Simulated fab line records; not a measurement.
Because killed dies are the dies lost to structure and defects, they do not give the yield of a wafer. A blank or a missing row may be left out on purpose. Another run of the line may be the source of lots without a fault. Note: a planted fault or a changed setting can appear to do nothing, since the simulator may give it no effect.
fab line records	flow nand_harc
record: lots: 24	wafers: 72	last_day: 33
route steps=1302 shown A_CHANNEL_FILL_D1@508 A_DECK1_JOINT@530 A_ONON_D2@557 A_CHANNEL_HOLE_D2@584
lots with no fault: from the same line, run without faults
start_h: start of the lot's first displayed wafer, in hours after the record's first day	wait_h: hours since the lot's step before	" unchanged from the row above	L1.1+2: a single row standing in for several wafers	- no value present, or no start provided	* or withheld: withheld	< > ~ a bound
route shown NAME@n: a module of which the file shows steps, and the number in the route of the first	usual: mean/standard deviation taken from wafers without a fault	same: alike in all rows	chamber/n: place in a boat	sites: each site's reading	_std_site: standard deviation across them	_edge_site: inner sites' mean taken away from outer sites' mean	radius_mm: how far each site lies from the wafer's centre	mask NAME#n: copy n	behind: the most recent tool/chamber to have shaped the wafer	hold: reason for holding the lot/hours on hold/outcome of the hold	device: the n, p or np transistor that did not switch	end of line: the tests these same wafers got at the end of their route	a step without rows: its recipe alone	killed: the dies lost at the first sort to structure and to defects; this is not the yield of the wafer	map: shows each die of a wafer: x if killed, . if not, _ if none is there
set.NAME: the setting that was run; set.NAME@STEP: the one run at that earlier step	model.NAME: the simulator's own value behind a step, which no gauge read
route steps across a sampled set of lots; one table per step, one row per wafer
services: from which hour (start_h, from the record's first day; less than 0 if before it) a tool's chamber was out of use, for how many hours, and why
== steps ==
step: NHARC_A_CHANNEL_FILL_D1_ETCHBACK_08
recipe: target_depth_a: 2200	time_s: 110	c4f8_flow_sccm: 20	ar_flow_sccm: withheld	rf_w: 600	bias_w: 300	chemistry: C4F8
usual: oes_product_au: 0.97/0.035	rf_fwd_power_W: 596.3/2.1	rf_vpp_V: 440.3/2.6
lot.wafer	tool	chamber	start_h	wait_h	oes_product_au	rf_fwd_power_W	rf_hours_counter_h	rf_vpp_V
L074.2	rie_diel-05	2	-	-	1.00	595.9	0.1	437.3
L074.3	"	0	"	"	1.00	593.8	0.1	444.2
L074.1	"	1	"	"	0.99	591.7	0.1	444.6
L075.3	rie_diel-13	1	-	-	1.01	596.8	3.2	439.5
L075.1	"	2	"	"	1.01	592.7	3.3	441.6
L075.5	"	2	"	"	1.01	592.5	-	440.3
L076.4	rie_diel-10	0	-	-	0.99	593.9	0.0	441.4
L076.1	"	1	"	"	1.00	599.3	0.0	437.2
L076.5	"	0	"	"	1.00	594.5	-	441.1
L077.2	rie_diel-05	0	-	-	1.00	596.9	0.3	444.7
L077.4	"	3	"	"	1.00	595.1	0.3	437.9
L077.6	"	0	"	"	1.00	595.1	-	444.9
L078.3	rie_diel-13	1	-	-	0.95	600.6	5.6	438.4
L078.2	"	2	"	"	0.96	594.2	5.7	443.1
L078.1	"	3	"	"	0.95	595.6	5.6	439.0
L079.2	rie_diel-10	2	-	-	0.92	599.7	2.0	443.0
L079.3	"	3	"	"	0.93	594.1	2.4	440.9
L079.1	"	0	"	"	0.92	594.8	1.8	440.8
L080.2	rie_diel-05	0	-	-	0.97	598.0	3.9	444.7
L080.1	"	2	"	"	0.97	598.2	3.5	440.0
L080.6	"	0	"	"	0.98	595.9	-	444.5
L081.3	rie_diel-13	3	-	-	0.92	598.1	7.6	436.3
L081.1	"	0	"	"	0.92	595.0	6.3	438.5
L081.5	"	1	"	"	0.92	594.5	-	439.0
L082.1	rie_diel-10	3	-	-	0.99	598.9	3.2	440.2
L082.2	"	0	"	"	1.00	596.0	2.8	440.4
L082.3	"	1	"	"	1.00	597.0	2.3	438.0
L083.2	rie_diel-13	2	-	-	0.93	596.2	7.6	441.9
L083.1	"	3	"	"	0.92	594.4	8.0	437.4
L083.6	"	0	"	"	0.92	595.7	-	439.4
L084.2	rie_diel-05	3	-	-	0.99	598.1	6.4	438.1
L084.3	"	0	"	"	1.00	597.6	5.8	445.2
L084.6	"	1	"	"	1.00	594.0	-	444.8
L085.4	rie_diel-10	1	-	-	0.92	602.1	3.1	439.2
L085.1	"	3	"	"	0.93	596.7	4.2	440.6
L085.5	"	2	"	"	0.93	595.1	-	442.4
L086.2	rie_diel-05	0	-	-	0.92	594.0	6.5	445.0
L086.1	"	1	"	"	0.92	596.8	6.5	445.8
L086.5	"	3	"	"	0.93	597.5	-	437.5
L087.2	rie_diel-05	0	-	-	0.93	599.7	6.6	445.5
L087.4	"	2	"	"	0.92	598.1	7.4	438.3
L087.1	"	3	"	"	0.91	594.9	7.2	438.3
L088.4	rie_diel-10	3	-	-	0.99	598.8	7.5	441.2
L088.2	"	1	"	"	1.00	596.7	5.5	436.7
L088.5	"	2	"	"	0.99	601.1	-	442.1
L089.2	rie_diel-13	0	-	-	0.93	592.9	1.6	439.7
L089.1	"	2	"	"	0.93	595.6	1.1	441.1
L089.6	"	1	"	"	0.94	596.7	-	436.6
L090.3	rie_diel-13	2	-	-	0.93	595.7	2.1	441.9
L090.1	"	3	"	"	0.93	596.1	2.6	436.4
L090.6	"	2	"	"	0.92	595.5	-	440.5
L091.4	rie_diel-13	3	-	-	0.94	596.8	2.6	437.6
L091.3	"	0	"	"	0.95	595.9	2.5	439.0
L091.2	"	1	"	"	0.96	595.5	2.0	437.3
L093.4	rie_diel-10	0	-	-	0.93	596.6	8.7	441.0
L093.1	"	1	"	"	0.93	598.3	7.7	439.0
L093.3	"	2	"	"	0.92	597.5	9.5	441.8
L092.4	rie_diel-13	1	-	-	1.00	596.1	2.6	438.1
L092.3	"	2	"	"	1.00	594.5	2.7	442.6
L092.2	"	0	"	"	1.01	595.1	3.3	437.8
L095.1	rie_diel-10	1	-	-	1.00	598.1	0.1	438.3
L095.2	"	2	"	"	0.99	598.9	0.1	443.8
L095.5	"	0	"	"	1.00	594.3	-	442.1
L094.1	rie_diel-10	3	-	-	1.02	598.1	0.2	440.7
L094.3	"	0	"	"	1.00	598.0	0.2	440.7
L094.6	"	1	"	"	1.01	595.0	-	438.0
L096.1	rie_diel-13	3	-	-	1.00	593.5	5.1	436.3
L096.2	"	0	"	"	1.01	595.1	5.0	440.5
L096.5	"	3	"	"	1.00	597.5	-	435.9
L097.3	rie_diel-10	1	-	-	0.98	592.5	1.9	438.3
L097.2	"	3	"	"	0.98	597.3	1.9	442.5
L097.4	"	1	"	"	0.98	594.8	-	438.5
step: NHARC_A_DECK1_JOINT_ETCHBACK_00
recipe: target_depth_a: 300	time_s: 17.4	hbr_flow_sccm: 150	rf_w: 350	icp_w: 350	bias_w: 60	chemistry: HBr
usual: drypump_motor_current_A: 5.6/0.43	oes_product_au: 1.003/0.0071	rf_fwd_power_W: 343.3/1.8	throttle_valve_pct: 23.266/0.01
lot.wafer	tool	chamber	start_h	wait_h	drypump_motor_current_A	oes_product_au	rf_fwd_power_W	rf_hours_counter_h	throttle_valve_pct
L074.1	rie_si-05	1	263.86	0.1	5.4	1.009	345.2	0.7	23.252
L074.3	"	2	"	"	5.5	1.010	344.1	0.6	23.265
L074.2	"	0	"	"	5.5	1.012	339.9	0.7	23.269
L075.3	rie_si-04	0	263.87	0.1	5.9	1.012	342.2	0.6	23.265
L075.1	"	3	"	"	5.0	1.011	342.3	0.6	23.243
L075.5	"	1	"	"	4.8	1.009	341.2	-	23.258
L076.1	rie_si-04	1	274.04	0.1	4.8	1.006	341.4	0.9	23.278
L076.4	"	2	"	"	5.9	0.998	343.9	0.8	23.275
L076.5	"	0	"	"	5.9	1.005	342.2	-	23.280
L077.2	rie_si-03	2	280.80	0.1	6.1	1.005	344.5	0.4	23.289
L077.4	"	1	"	"	6.2	0.984	344.4	-	23.281
L077.6	"	2	"	"	6.1	1.003	342.9	-	23.261
L078.2	rie_si-03	0	292.18	0.1	5.6	1.000	345.6	0.5	23.260
L078.3	"	1	"	"	6.2	1.002	342.6	0.5	23.264
L078.1	"	2	"	"	6.1	1.013	344.1	0.5	23.260
L079.1	rie_si-03	0	306.27	0.1	5.6	1.006	347.8	0.6	23.259
L079.2	"	1	"	"	6.2	1.007	343.5	0.6	23.269
L079.3	"	2	"	"	6.0	1.014	345.7	0.6	23.255
L080.2	rie_si-04	3	312.65	0.1	5.0	1.000	343.0	0.9	23.263
L080.1	"	0	"	"	5.9	1.001	341.3	1.0	23.272
L080.6	"	3	"	"	5.0	1.000	342.7	-	23.272
L081.3	rie_si-03	1	324.02	0.1	6.2	1.011	341.9	0.8	23.257
L081.1	"	0	"	"	5.6	1.000	346.0	0.8	23.255
L081.5	"	2	"	"	6.0	0.997	343.6	-	23.258
L082.1	rie_si-05	1	334.52	0.1	5.4	0.993	342.3	0.1	23.274
L082.3	"	3	"	"	5.4	0.999	344.9	0.1	23.273
L082.2	"	0	"	"	5.4	0.991	342.9	0.1	23.270
L083.1	rie_si-04	0	334.53	0.1	5.9	1.000	340.1	1.2	23.253
L083.2	"	3	"	"	5.0	1.005	343.8	1.0	23.265
L083.6	"	1	"	"	4.8	1.012	342.0	-	23.286
L084.3	rie_si-05	2	354.47	0.1	5.5	0.999	345.3	0.3	23.294
L084.2	"	1	"	"	5.4	1.002	344.2	0.3	23.267
L084.6	"	2	"	"	5.5	1.013	342.8	-	23.277
L085.1	rie_si-05	2	362.02	0.1	5.5	0.998	342.5	0.3	23.266
L085.4	"	0	"	"	5.4	1.003	341.3	0.2	23.260
L085.5	"	3	"	"	5.4	1.012	344.9	-	23.257
L086.2	rie_si-03	1	368.23	0.1	6.2	0.997	343.9	1.1	23.267
L086.1	"	0	"	"	5.6	1.001	347.2	1.0	23.261
L086.5	"	2	"	"	6.0	1.005	343.1	-	23.254
L087.2	rie_si-04	3	377.54	0.1	5.0	0.996	342.6	0.2	23.255
L087.4	"	0	"	"	5.9	1.012	342.4	0.2	23.271
L087.1	"	1	"	"	4.8	1.010	342.0	0.2	23.277
L089.2	rie_si-05	2	394.77	0.1	5.5	1.004	344.0	0.6	23.282
L089.1	"	0	"	"	5.4	0.996	341.8	0.5	23.282
L089.6	"	0	"	"	5.4	1.010	340.4	-	23.246
L088.2	rie_si-04	2	394.79	0.1	5.9	0.995	340.8	0.2	23.280
L088.5	"	3	"	"	5.0	1.001	343.8	-	23.264
L088.4	"	2	"	"	5.9	1.007	340.9	-	23.270
L091.4	rie_si-05	0	418.91	0.1	5.4	1.003	342.2	0.6	23.262
L091.2	"	2	"	"	5.5	1.016	342.3	0.9	23.287
L091.3	"	3	"	"	5.4	1.006	345.5	0.6	23.274
L090.1	rie_si-03	0	418.91	0.1	5.6	0.982	345.1	0.1	23.265
L090.3	"	2	"	"	6.1	1.012	344.7	0	23.267
L090.6	"	0	"	"	5.6	0.988	347.5	-	23.289
L093.1	rie_si-03	2	445.66	0.1	6.1	0.996	344.3	0.1	23.276
L093.3	"	3	"	"	6.1	0.999	340.8	0.3	23.265
L093.4	"	1	"	"	6.2	0.994	341.8	0.2	23.272
L092.4	rie_si-05	1	445.67	0.1	5.4	1.001	345.8	1.0	23.266
L092.2	"	2	"	"	5.5	0.997	344.5	1.1	23.248
L092.3	"	3	"	"	5.4	1.015	345.0	0.9	23.271
L095.2	rie_si-04	3	453.82	0.1	5.0	1.010	345.2	0.6	23.257
L095.1	"	2	"	"	5.9	1.000	341.7	0.6	23.265
L095.5	"	3	"	"	5.1	1.004	343.5	-	23.268
L094.3	rie_si-04	1	459.91	0.1	4.8	1.008	341.6	0.6	23.260
L094.1	"	0	"	"	5.9	1.005	339.6	0.6	23.267
L094.6	"	1	"	"	4.8	1.007	342.8	-	23.257
L096.1	rie_si-04	3	464.42	0.1	5.0	0.994	344.0	0.7	23.261
L096.2	"	0	"	"	5.9	1.010	343.7	0.6	23.259
L096.5	"	1	"	"	4.8	1.005	343.3	-	23.262
L097.2	rie_si-03	1	475.89	0.1	6.2	1.000	343.0	0.4	23.281
L097.3	"	2	"	"	6.1	1.016	344.5	0.3	23.261
L097.4	"	3	"	"	6.1	0.993	341.1	0.5	23.262
step: NHARC_A_ONON_D2_THK_MEAS_18
recipe: thk_meas_gauge: ellipsometry
usual: thk_nm: 1001/8.9
lot.wafer	tool	chamber	start_h	wait_h	thk_nm
L075.1	film_metro-02	-	299.27	-	1013
L075.3	"	-	"	"	1011
L075.5	"	-	"	"	1011
L074.1	film_metro-01	-	299.27	-	1009
L074.2	"	-	"	"	1011
L074.3	"	-	"	"	1012
L076.1	film_metro-01	-	312.80	-	1004
L076.4	"	-	"	"	1002
L076.5	"	-	"	"	1003
L077.2	film_metro-02	-	324.59	-	1002
L077.4	"	-	"	"	1000
L077.6	"	-	"	"	1001
L078.1	film_metro-02	-	329.68	-	986
L078.2	"	-	"	"	987
L078.3	"	-	"	"	986
L079.1	film_metro-02	-	338.67	-	997
L079.2	"	-	"	"	999
L079.3	"	-	"	"	998
L080.1	film_metro-01	-	348.34	-	998
L080.2	"	-	"	"	1000
L080.6	"	-	"	"	998
L081.1	film_metro-02	-	357.87	-	986
L081.3	"	-	"	"	986
L081.5	"	-	"	"	986
L082.1	film_metro-02	-	368.55	-	1004
L082.2	"	-	"	"	1004
L082.3	"	-	"	"	1005
L083.1	film_metro-02	-	368.57	-	1007
L083.2	"	-	"	"	1006
L083.6	"	-	"	"	1007
L084.2	film_metro-02	-	393.58	-	989
L084.3	"	-	"	"	991
L084.6	"	-	"	"	990
L085.1	film_metro-01	-	393.58	-	992
L085.4	"	-	"	"	990
L085.5	"	-	"	"	991
L086.1	film_metro-02	-	407.59	-	1013
L086.2	"	-	"	"	1014
L086.5	"	-	"	"	1012
L087.1	film_metro-02	-	428.35	-	997
L087.2	"	-	"	"	995
L087.4	"	-	"	"	996
L088.2	film_metro-01	-	438.85	-	1000
L088.4	"	-	"	"	1000
L088.5	"	-	"	"	1000
L089.1	film_metro-02	-	438.85	-	1003
L089.2	"	-	"	"	1003
L089.6	"	-	"	"	1002
L090.1	film_metro-01	-	455.18	-	995
L090.3	"	-	"	"	994
L090.6	"	-	"	"	995
L091.2	film_metro-02	-	455.18	-	1004
L091.3	"	-	"	"	1004
L091.4	"	-	"	"	1004
L092.2	film_metro-02	-	487.42	-	994
L092.3	"	-	"	"	995
L092.4	"	-	"	"	995
L093.1	film_metro-01	-	487.42	-	990
L093.3	"	-	"	"	989
L093.4	"	-	"	"	990
L095.1	film_metro-02	-	487.50	-	1012
L095.2	"	-	"	"	1012
L095.5	"	-	"	"	1012
L094.1	film_metro-01	-	494.05	-	997
L094.3	"	-	"	"	997
L094.6	"	-	"	"	994
L096.1	film_metro-02	-	494.05	-	1005
L096.2	"	-	"	"	1004
L096.5	"	-	"	"	1004
L097.2	film_metro-01	-	516.68	-	1023
L097.3	"	-	"	"	1021
L097.4	"	-	"	"	1021
step: NHARC_A_CHANNEL_HOLE_D2_INSPECT_12
usual: raw_defect_count: 33/22
lot.wafer	tool	chamber	start_h	wait_h	raw_defect_count
L074.1	defect_inspect-01	-	304.91	0.0	46
L074.2	"	-	"	"	53
L074.3	"	-	"	"	43
L075.1	defect_inspect-02	-	305.06	0.0	63
L075.3	"	-	"	"	55
L075.5	"	-	"	"	51
L076.1	defect_inspect-01	-	321.75	0.0	57
L076.4	"	-	"	"	67
L076.5	"	-	"	"	42
L077.2	defect_inspect-02	-	331.85	0.0	5
L077.4	"	-	"	"	6
L077.6	"	-	"	"	8
L078.1	defect_inspect-02	-	337.86	0.0	57
L078.2	"	-	"	"	59
L078.3	"	-	"	"	48
L079.1	defect_inspect-02	-	344.24	0.0	56
L079.2	"	-	"	"	61
L079.3	"	-	"	"	51
L080.1	defect_inspect-02	-	354.74	0.0	10
L080.2	"	-	"	"	6
L080.6	"	-	"	"	8
L081.1	defect_inspect-01	-	363.55	0.0	47
L081.3	"	-	"	"	39
L081.5	"	-	"	"	57
L082.1	defect_inspect-02	-	374.10	0.0	54
L082.2	"	-	"	"	59
L082.3	"	-	"	"	58
L083.1	defect_inspect-02	-	375.33	0.0	8
L083.2	"	-	"	"	13
L083.6	"	-	"	"	6
L085.1	defect_inspect-01	-	399.22	0.0	11
L085.4	"	-	"	"	14
L085.5	"	-	"	"	15
L084.2	defect_inspect-01	-	399.38	0.0	11
L084.3	"	-	"	"	10
L084.6	"	-	"	"	12
L086.1	defect_inspect-01	-	414.11	0.0	14
L086.2	"	-	"	"	16
L086.5	"	-	"	"	12
L087.1	defect_inspect-01	-	437.83	0.0	54
L087.2	"	-	"	"	73
L087.4	"	-	"	"	67
L089.1	defect_inspect-01	-	444.55	0.0	18
L089.2	"	-	"	"	17
L089.6	"	-	"	"	15
L088.2	defect_inspect-01	-	444.80	0.0	49
L088.4	"	-	"	"	49
L088.5	"	-	"	"	57
L090.1	defect_inspect-02	-	466.16	0.0	73
L090.3	"	-	"	"	75
L090.6	"	-	"	"	49
L091.2	defect_inspect-02	-	466.35	0.0	11
L091.3	"	-	"	"	12
L091.4	"	-	"	"	16
L092.2	defect_inspect-01	-	494.78	0.0	17
L092.3	"	-	"	"	15
L092.4	"	-	"	"	21
L093.1	defect_inspect-02	-	495.33	0.0	70
L093.3	"	-	"	"	45
L093.4	"	-	"	"	50
L095.1	defect_inspect-02	-	496.70	0.0	29
L095.2	"	-	"	"	15
L095.5	"	-	"	"	24
L094.1	defect_inspect-01	-	504.33	0.0	25
L094.3	"	-	"	"	22
L094.6	"	-	"	"	24
L096.1	defect_inspect-01	-	504.57	0.0	1
L096.2	"	-	"	"	3
L096.5	"	-	"	"	3
L097.2	defect_inspect-02	-	522.37	0.0	21
L097.3	"	-	"	"	23
L097.4	"	-	"	"	24
step: NHARC_A_CHANNEL_HOLE_D2_CD_MEAS_18
usual: cd_nm: 99.0/1.7
lot.wafer	tool	chamber	start_h	wait_h	cd_nm
L074.1	cd_sem-01	-	306.07	-	99.2
L074.2	"	-	"	"	99.1
L074.3	"	-	"	"	100.4
L075.1	cd_sem-03	-	306.23	-	98.7
L075.3	"	-	"	"	98.8
L075.5	"	-	"	"	97.1
L076.1	cd_sem-01	-	322.92	-	100.9
L076.4	"	-	"	"	99.2
L076.5	"	-	"	"	99.1
L077.2	cd_sem-01	-	333.24	-	101.3
L077.4	"	-	"	"	97.4
L077.6	"	-	"	"	103.3
L078.1	cd_sem-02	-	339.02	-	97.1
L078.2	"	-	"	"	96.8
L078.3	"	-	"	"	97.5
L079.1	cd_sem-03	-	345.61	-	99.6
L079.2	"	-	"	"	98.9
L079.3	"	-	"	"	96.9
L080.1	cd_sem-02	-	355.90	-	98.1
L080.2	"	-	"	"	98.1
L080.6	"	-	"	"	96.7
L081.1	cd_sem-03	-	364.72	-	97.2
L081.3	"	-	"	"	99.1
L081.5	"	-	"	"	98.0
L082.1	cd_sem-03	-	375.27	-	98.7
L082.2	"	-	"	"	99.7
L082.3	"	-	"	"	100.8
L083.1	cd_sem-02	-	376.50	-	98.6
L083.2	"	-	"	"	97.9
L083.6	"	-	"	"	102.9
L085.1	cd_sem-02	-	400.38	-	96.7
L085.4	"	-	"	"	96.4
L085.5	"	-	"	"	97.9
L084.2	cd_sem-02	-	401.01	-	96.4
L084.3	"	-	"	"	97.7
L084.6	"	-	"	"	99.1
L086.1	cd_sem-01	-	415.28	-	97.8
L086.2	"	-	"	"	100.7
L086.5	"	-	"	"	97.4
L087.1	cd_sem-03	-	438.99	-	100.4
L087.2	"	-	"	"	97.5
L087.4	"	-	"	"	98.4
L089.1	cd_sem-01	-	445.93	-	99.5
L089.2	"	-	"	"	98.3
L089.6	"	-	"	"	98.0
L088.2	cd_sem-03	-	445.98	-	99.4
L088.4	"	-	"	"	99.9
L088.5	"	-	"	"	98.5
L091.2	cd_sem-02	-	467.51	-	99.4
L091.3	"	-	"	"	101.0
L091.4	"	-	"	"	97.9
L090.1	cd_sem-01	-	467.53	-	98.4
L090.3	"	-	"	"	97.4
L090.6	"	-	"	"	96.4
L092.2	cd_sem-03	-	495.95	-	98.9
L092.3	"	-	"	"	98.2
L092.4	"	-	"	"	100.2
L093.1	cd_sem-03	-	496.49	-	97.6
L093.3	"	-	"	"	99.8
L093.4	"	-	"	"	97.1
L095.1	cd_sem-01	-	497.87	-	102.6
L095.2	"	-	"	"	100.5
L095.5	"	-	"	"	102.8
L094.1	cd_sem-03	-	505.49	-	100.9
L094.3	"	-	"	"	97.7
L094.6	"	-	"	"	100.3
L096.1	cd_sem-03	-	506.04	-	99.4
L096.2	"	-	"	"	97.7
L096.5	"	-	"	"	98.7
L097.2	cd_sem-02	-	523.53	-	96.7
L097.3	"	-	"	"	101.3
L097.4	"	-	"	"	97.4
step: NHARC_A_CHANNEL_HOLE_D2_XSEM_32
recipe: landing_energy_ev: 35000
usual: bot_cd_nm: 74.6/1.1	bow_nm: 8.52/0.29	tilt_deg: 0.08/0.045
same: landing_energy_ev: 35000
lot.wafer	tool	chamber	start_h	wait_h	bot_cd_nm	bow_nm	tilt_deg
L074.1	xsem-01	0	311.73	0.1	74.6	8.55	0.03
L074.2	"	0	"	"	74.5	8.64	0.03
L074.3	"	0	"	"	74.9	8.60	0.03
L075.1	xsem-02	0	313.56	0.1	74.3	8.48	0.06
L075.3	"	0	"	"	74.7	8.46	0.06
L075.5	"	0	"	"	74.4	8.45	0.06
L076.1	xsem-02	0	328.62	0.1	73.5	8.38	0.16
L076.4	"	0	"	"	75.8	8.35	0.16
L076.5	"	0	"	"	73.7	8.41	0.16
L077.2	xsem-01	0	340.13	0.1	74.9	8.37	0.10
L077.4	"	0	"	"	74.4	8.33	0.10
L077.6	"	0	"	"	73.8	8.40	0.10
L078.1	xsem-02	0	346.16	0.1	74.2	8.26	0.02
L078.2	"	0	"	"	73.4	8.30	0.01
L078.3	"	0	"	"	73.0	8.39	0.01
L079.1	xsem-01	0	351.30	0.1	74.3	8.31	0.12
L079.2	"	0	"	"	74.7	8.29	0.12
L079.3	"	0	"	"	74.6	8.22	0.12
L080.1	xsem-02	0	361.61	0.1	76.1	8.73	0.15
L080.2	"	0	"	"	75.9	8.80	0.15
L080.6	"	0	"	"	75.5	8.70	0.15
L081.1	xsem-01	0	370.39	0.1	74.0	8.45	0.09
L081.3	"	0	"	"	73.7	8.43	0.09
L081.5	"	0	"	"	75.1	8.49	0.09
L082.1	xsem-02	0	380.95	0.1	75.1	7.98	0.03
L082.2	"	0	"	"	74.5	7.95	0.04
L082.3	"	0	"	"	76.4	7.89	0.03
L083.1	xsem-02	0	382.20	0.1	73.2	8.88	0.11
L083.2	"	0	"	"	73.2	8.94	0.10
L083.6	"	0	"	"	73.5	9.00	0.10
L085.1	xsem-02	0	406.03	0.1	74.0	8.73	0.04
L085.4	"	0	"	"	73.3	8.71	0.05
L085.5	"	0	"	"	74.0	8.71	0.05
L084.2	xsem-01	0	409.75	0.1	75.2	8.92	0.05
L084.3	"	0	"	"	74.2	8.91	0.05
L084.6	"	0	"	"	74.7	8.73	0.05
L086.1	xsem-01	0	422.88	0.1	73.3	8.60	0.11
L086.2	"	0	"	"	73.9	8.54	0.11
L086.5	"	0	"	"	73.2	8.50	0.11
L087.1	xsem-02	0	444.73	0.1	73.4	8.65	0.10
L087.2	"	0	"	"	73.9	8.78	0.10
L087.4	"	0	"	"	73.7	8.72	0.10
L089.1	xsem-01	0	453.19	0.1	74.4	8.29	0.09
L089.2	"	0	"	"	74.3	8.36	0.09
L089.6	"	0	"	"	74.2	8.31	0.09
L088.2	xsem-02	0	455.11	0.1	75.1	8.70	0.10
L088.4	"	0	"	"	75.0	8.77	0.10
L088.5	"	0	"	"	75.8	8.76	0.10
L091.2	xsem-02	0	473.19	0.1	77.0	8.94	0.19
L091.3	"	0	"	"	76.8	8.86	0.19
L091.4	"	0	"	"	74.9	8.83	0.19
L090.1	xsem-01	0	473.37	0.1	75.6	8.07	0.10
L090.3	"	0	"	"	74.3	8.08	0.10
L090.6	"	0	"	"	74.2	8.09	0.10
L092.2	xsem-01	0	501.66	0.1	75.7	8.86	0.10
L092.3	"	0	"	"	75.3	8.86	0.10
L092.4	"	0	"	"	75.4	8.90	0.10
L093.1	xsem-02	0	503.93	0.1	74.6	8.07	0.07
L093.3	"	0	"	"	73.5	8.11	0.06
L093.4	"	0	"	"	73.1	8.13	0.06
L095.1	xsem-01	0	505.92	0.1	76.1	8.31	0.03
L095.2	"	0	"	"	74.5	8.35	0.03
L095.5	"	0	"	"	77.3	8.36	0.03
L094.1	xsem-02	0	511.17	0.1	76.0	8.61	0.02
L094.3	"	0	"	"	75.4	8.62	0.02
L094.6	"	0	"	"	74.6	8.66	0.02
L096.1	xsem-01	0	511.74	0.1	73.4	8.50	0.04
L096.2	"	0	"	"	75.4	8.50	0.04
L096.5	"	0	"	"	72.9	8.48	0.04
L097.2	xsem-01	0	529.22	0.1	72.4	8.93	0.05
L097.3	"	0	"	"	73.5	9.00	0.05
L097.4	"	0	"	"	72.5	8.97	0.05
== services ==
tool	chamber	start_h	hours	kind
rie_diel-10	-	242.50	9.0	pm
rie_diel-13	0	242.54	4.3	repair
rie_diel-13	0	288.67	14.8	repair
rie_diel-13	2	300.44	9.4	repair
rie_si-03	3	302.85	6.2	repair
rie_si-03	0	315.69	5.2	repair
rie_diel-13	-	329.93	0.3	repair
rie_diel-10	2	334.37	2.5	repair
rie_si-04	-	342.00	9.0	pm
rie_diel-13	-	342.02	9.0	pm
rie_diel-10	3	362.38	2.8	repair
rie_diel-10	-	365.59	0.1	repair
rie_si-03	3	367.91	6.0	repair
xsem-01	-	374.00	14.0	pm
rie_si-04	0	391.78	5.4	repair
rie_diel-10	-	419.50	9.0	pm
rie_diel-10	2	446.74	13.7	repair
rie_diel-13	3	467.93	1.9	repair
rie_diel-13	3	475.17	6.2	repair
rie_diel-13	1	480.86	5.4	repair
rie_si-04	3	486.88	1.6	repair
rie_si-04	1	499.16	5.3	repair
rie_si-04	-	519.00	9.0	pm
rie_diel-13	-	519.04	9.0	pm
== key ==
fault none
